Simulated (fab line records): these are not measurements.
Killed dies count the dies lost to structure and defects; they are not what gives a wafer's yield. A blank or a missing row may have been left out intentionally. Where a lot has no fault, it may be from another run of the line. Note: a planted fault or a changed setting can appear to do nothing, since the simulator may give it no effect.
Chamber matching + flow nand-harc + 3 sister chambers for NHARC_A_M1_PRE_CLEAN_32 on pecvd-03
The step time 12 s. 16 wafers are shown with their chamber, then 8 later ones without.

== WAFERS PAIRED WITH THEIR CHAMBERS ==
| wafer  | chamber | heater-power-w (W) | rf-fwd-power-W (W) |
|--------|---------|--------------------|--------------------|
| L077.1 | 1       | 503                | 292.5              |
| L077.2 | 0       | 659                | 290.8              |
| L077.5 | 0       | 658                | 291.8              |
| L075.3 | 1       | 577                | 292.7              |
| L075.4 | 1       | 580                | 290.6              |
| L075.5 | 0       | 650                | 292.5              |
| L080.2 | 2       | 602                | 291.8              |
| L080.3 | 0       | 577                | 292.8              |
| L080.5 | 0       | 590                | 292.6              |
| L084.2 | 2       | 565                | 293.3              |
| L084.4 | 0       | 641                | 292.6              |
| L084.6 | 2       | 561                | 294.6              |
| L082.3 | 2       | 595                | 291.6              |
| L082.5 | 2       | 588                | 291.2              |
| L082.6 | 1       | 567                | 293.2              |
| L088.1 | 2       | 567                | 292.5              |

SIGNATURES (means of the wafers above)
| reading        | chamber 0 | chamber 1 | chamber 2 | scatter within a chamber |
|----------------|-----------|-----------|-----------|--------------------------|
| heater-power-w | 629.17    | 556.75    | 579.67    | 30.4                     |
| rf-fwd-power-W | 292.183   | 292.250   | 292.500   | 1.07                     |
Rule: a wafer lies at a distance from a chamber equal to the root of the sum of squares, over the readings, of (its reading less the chamber's mean, divided by the reading's scatter). The wafer belongs to the nearest chamber; if the next one is less than 2 further off, it can't be placed. How the scatter is found: for the shown wafers, subtract from each reading the mean of its chamber, square and add these, divide the total by (wafers less chambers), then take the root.

== WAFERS WITH NO CHAMBER GIVEN ==
| wafer  | heater-power-w (W) | rf-fwd-power-W (W) |
|--------|--------------------|--------------------|
| L088.2 | 615                | 293.1              |
| L088.5 | 570                | 292.5              |
| L094.1 | 630                | 293.0              |
| L094.2 | 598                | 292.7              |
| L094.3 | 582                | 294.9              |
| L095.2 | 592                | 293.0              |
| L095.3 | 544                | 293.1              |
| L095.6 | 595                | 292.5              |

== WHICH CHAMBER EACH ONE RAN IN ==
| wafer  | from the rows above          | in truth |
|--------|------------------------------|----------|
| L088.2 | can't be placed: 0 or 2 or 1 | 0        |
| L088.5 | can't be placed: 2 or 1 or 0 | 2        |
| L094.1 | can't be placed: 0 or 2 or 1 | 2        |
| L094.2 | can't be placed: 2 or 0 or 1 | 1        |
| L094.3 | can't be placed: 2 or 1 or 0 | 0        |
| L095.2 | can't be placed: 2 or 1 or 0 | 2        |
| L095.3 | can't be placed: 1 or 2      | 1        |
| L095.6 | can't be placed: 2 or 0 or 1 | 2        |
Correctly placed: 0 of 8. Cannot be placed on the basis of these rows: 8; the candidates contain the true chamber in 8. 0 placed wrongly.
